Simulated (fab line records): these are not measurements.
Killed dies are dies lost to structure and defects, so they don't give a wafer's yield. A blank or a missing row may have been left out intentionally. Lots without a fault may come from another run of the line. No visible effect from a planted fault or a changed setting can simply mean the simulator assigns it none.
Chamber matching | flow n5 finfet | 3 sister chambers for N5_BEOL_M3_PECVD_72 on pecvd-02
The step deposits SiO2 from TEOS/O2, target thk 16 nm, time 18 s. 6 wafers are shown with their chamber, then 9 later ones without.

## WAFERS PAIRED WITH THEIR CHAMBERS
wafer  | chamber | throttle valve pct (%) | heater power w (W)
L076.2 | 0       | 22.2                   | 621
L084.1 | 2       | 22.5                   | 668
L084.5 | 1       | 23.4                   | 946
L085.3 | 2       | 22.4                   | 616
L085.5 | 1       | 23.5                   | 817
L085.6 | 0       | 22.4                   | 678

## WAFERS WITHOUT THEIR CHAMBER
wafer  | throttle valve pct (%) | heater power w (W)
L086.1 | 22.6                   | 708
L086.4 | 22.7                   | 634
L086.5 | 23.4                   | 839
L088.1 | 22.3                   | 656
L088.2 | 23.5                   | 918
L088.4 | 23.1                   | 916
L096.1 | 22.4                   | 771
L096.2 | 22.7                   | 632
L096.4 | 22.6                   | 778

## CHAMBER TAKEN BY EACH
wafer  | from the rows above     | in truth
L086.1 | can't be placed: 2 or 0 | 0
L086.4 | can't be placed: 2 or 0 | 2
L086.5 | 1                       | 1
L088.1 | can't be placed: 0 or 2 | 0
L088.2 | 1                       | 1
L088.4 | 1                       | 1
L096.1 | can't be placed: 2 or 0 | 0
L096.2 | can't be placed: 2 or 0 | 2
L096.4 | can't be placed: 2 or 0 | 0
3 of 9 placed correctly. These rows do not allow placing 6 (true chamber among the candidates in 6). Placed wrongly: 0.
How it was worked out, from the rows above alone: a wafer's distance from a chamber is the root of the sum, over the readings, of the square of ((its reading less the chamber's mean) divided by the reading's scatter). The wafer belongs to the nearest chamber; if the next one is less than 2 further off, it can't be placed. Each chamber's mean is taken over the wafers shown for it. The scatter is the square root of a quotient: the sum, over the shown wafers, of each reading's squared deviation from its chamber's mean, divided by wafers minus chambers.
